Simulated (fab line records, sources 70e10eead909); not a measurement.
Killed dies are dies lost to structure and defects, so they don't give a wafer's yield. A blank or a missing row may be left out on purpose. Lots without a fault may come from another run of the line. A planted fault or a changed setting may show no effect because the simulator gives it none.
A struck lot beside a sound one | flow nand_harc | 39 steps out of a route of 1159
Sound: wafers L905.2, L905.3, L905.5. Struck: wafer L895.1. (L895.3, L895.6 of the same lot were not struck and are left out.) The cause comes at the end.
At each step with rows: each side's tool, then ch and its chambers, then its first start. Under that, the readings that differ: sound wafers | struck wafers | difference of the means | sigmas: that difference in standard deviations of wafers without a fault.
alike: readings whose means differ by less than 2 such deviations, and words and numbers that are the same on both sides. not compared: withheld readings, readings that some wafer has no value for, bounds like >300 that may hide the same value, and numbers for which the record gives no deviation and whose values overlap.
The two part at a step that has a row with sigmas, a row that says differs or no value, or rows on one side only. Numbers that don't overlap but have no deviation are shown without sigmas and don't part them. A reading that every wafer of one side lacks parts them only if that side has two wafers or more.

first, 1 step without rows for these wafers: NHARC_P_BONDPAD_HARDBAKE_10 (time 65 s).
NHARC_P_BONDPAD_DESCUM_11: chemistry O2, time 3 s.
  sound on rie_diel-10 ch 0,2,3, day 10 11:28; struck on rie_diel-06 ch 3, day 8 05:11
  reading             | sound             | struck | difference | sigmas
  mfc_ar_sccm (sccm)  | 0.035 0.044 0.020 | 0      | +0         | -3
  o2_flow_sccm (sccm) | 200.4 198.4 199.6 | 200.7  | +1.2       | +2
  alike: drypump_motor_current_A, oes_product_au, rf_vpp_V, showerhead_plenum_p_Torr, throttle_valve_pct
  not compared: rf_hours_counter_h
then, 2 steps without rows for these wafers: NHARC_P_BONDPAD_ETCH_37 (etches the open film in N2/H2, target depth 60 nm, overetch 18 nm, time 65.91 s); NHARC_P_BONDPAD_ETCH_12 (etches the open film in CHF3/O2, target depth 200 nm, time 100 s).
NHARC_P_BONDPAD_CD_MEAS_13:
  sound on cd_sem-01, day 10 11:50; struck on cd_sem-03, day 8 05:29
  alike: cd_nm
NHARC_P_BONDPAD_STRIP_15: strips in O2.
  sound on rie_diel-10 ch 0,1,2, day 10 11:55; struck on rie_diel-06 ch 2, day 8 05:34
  reading            | sound             | struck | difference | sigmas
  mfc_ar_sccm (sccm) | 0.044 0.020 0.017 | 0.002  | -0.025     | -2
  alike: drypump_motor_current_A, o2_flow_sccm, oes_product_au, rf_vpp_V, showerhead_plenum_p_Torr, throttle_valve_pct
  not compared: rf_hours_counter_h
then, 4 steps without rows for these wafers: NHARC_P_BONDPAD_ETCH_24 (etches the open film in CF4/N2, target depth 30 nm, time 72.99 s); NHARC_P_BONDPAD_STRIP_16 (strips in post etch residue remover, time 600 s); NHARC_P_BONDPAD_DEGAS_25 (time 60 s); NHARC_P_BONDPAD_PRE_CLEAN_26 (time 30 s).
NHARC_P_BONDPAD_PVD_17: deposits TaN, target thk 5 nm, time 8.06 s.
  sound on pvd_sputter-03; struck on pvd_sputter-03
  alike: throttle_valve_pct
NHARC_P_BONDPAD_PVD_27: deposits Cu, target thk 30 nm, time 20.49 s.
  sound on pvd_sputter-03; struck on pvd_sputter-03
  alike: throttle_valve_pct
NHARC_P_BONDPAD_ECD_18: material Cu, target thk 400 nm.
  sound on ecd_cu-01 ch 0,1, day 10 12:54; struck on ecd_cu-02 ch 0,1, day 8 06:29
then, 1 step without rows for these wafers: NHARC_P_BONDPAD_ANNEAL_28 (time 90 s).
NHARC_P_BONDPAD_CMP_19: polishes, t overpolish 30 s, cu recess touch 16 s, target thk 160.81 nm.
  sound on cmp-04 ch 0,1,3, day 10 13:36; struck on cmp-01 ch 1, day 8 07:12
  reading             | sound          | struck | difference | sigmas
  motor_current_A (A) | 10.8 12.0 14.2 | 9.6    | -2.7       | -2
  alike: overpolish_run_s, slurry_filter_dp_kPa
then, 1 step without rows for these wafers: NHARC_P_BONDPAD_SRD_21 (time 30 s, dry time 20 s).
NHARC_P_BONDPAD_INSPECT_23:
  sound on defect_inspect-02, day 10 14:08; struck on defect_inspect-01, day 8 07:46
  alike: raw_defect_count
then, 3 steps without rows for these wafers: NHARC_P_BONDPAD_ACTIVATE_29 (chemistry N2, time 60 s); NHARC_P_BONDPAD_PRECLEAN_30 (cleans in DIW, time 300 s); NHARC_P_BONDPAD_SRD_31 (time 30 s, dry time 20 s).
NHARC_A_START_INSPECT_01:
  the record has rows for the sound wafers here (defect_inspect-01, day 10 14:35) and none for the struck ones
then, 11 steps without rows for these wafers: NHARC_A_ZERO_WELL_PRECLEAN_00 (cleans in SPM, time 600 s); NHARC_A_ZERO_WELL_SRD_01; NHARC_A_ZERO_WELL_DEHYDRATE_02 (time 120 s); NHARC_A_ZERO_WELL_HMDS_03 (time 30 s); NHARC_A_ZERO_WELL_COAT_18 (time 65 s); NHARC_A_ZERO_WELL_COAT_04 (resist thk 600 nm); NHARC_A_ZERO_WELL_SOFTBAKE_05 (time 70 s); NHARC_A_ZERO_WELL_EBR_06; NHARC_A_ZERO_WELL_EXPOSE_07 (exposes mask A ZERO); NHARC_A_ZERO_WELL_PEB_08 (peb time 80 s); NHARC_A_ZERO_WELL_DEVELOP_09 (time 50 s).
NHARC_A_ZERO_WELL_CD_MEAS_10: target cd 2000 nm.
  the record has rows for the sound wafers here (cd_sem-03 ch 0, day 10 15:19) and none for the struck ones
then, 5 steps without rows for these wafers: NHARC_A_ZERO_WELL_HARDBAKE_11 (time 65 s); NHARC_A_ZERO_WELL_DESCUM_12 (chemistry O2, time 3 s); NHARC_A_ZERO_WELL_ETCH_19 (etches the open film in N2/H2, target depth 80 nm, overetch 24 nm, time 87.88 s); NHARC_A_ZERO_WELL_ETCH_13 (etches the open film in HBr/Cl2, target depth 120 nm, time 40.1 s); NHARC_A_ZERO_WELL_STRIP_14 (strips in SPM, time 900 s).
-- the record jumps here: 14 days lie between the struck wafers' starts before and after (it left off in module A_ZERO_WELL and takes up again in module END, whose first step shown is number 1159 of the route) --
NHARC_END_SORT_01:
  sound on prober-01 ch 0, day 23 05:50; struck on prober-02 ch 0, day 21 22:35
  reading                  | sound          | struck                   | difference                   | sigmas
  hold                     | - - -          | await_dispo/4.0h/release | no value on the sound wafers |
  defect_limited_yield (%) | 93.2 94.5 94.2 | 0                        | -94                          | -67
  killed_at_periphery      | 8 2 3          | 643                      | +639                         | +99 or more
  killed_dies              | 46 37 39       | 677                      | +636                         | +68
  sort_bin_2_pct (%)       | 1.6 1.8 1.3    | 95.9                     | +94.3                        | +99 or more
  sort_n_pass              | 631 640 638    | 0                        | -636                         | -68
  sort_rim_yield_pct (%)   | 99.1 98.1 98.1 | 0                        | -98                          | -41
  sort_yield_pct (%)       | 93.2 94.5 94.2 | 0                        | -94                          | -67
  alike: killed_at_array, killed_at_other, killed_open, killed_short, sort_bin_3_pct, sort_bin_4_pct

WHERE THEY PART
First at NHARC_P_BONDPAD_DESCUM_11; last, within this record, at NHARC_END_SORT_01.

WHY: what the simulator had put in
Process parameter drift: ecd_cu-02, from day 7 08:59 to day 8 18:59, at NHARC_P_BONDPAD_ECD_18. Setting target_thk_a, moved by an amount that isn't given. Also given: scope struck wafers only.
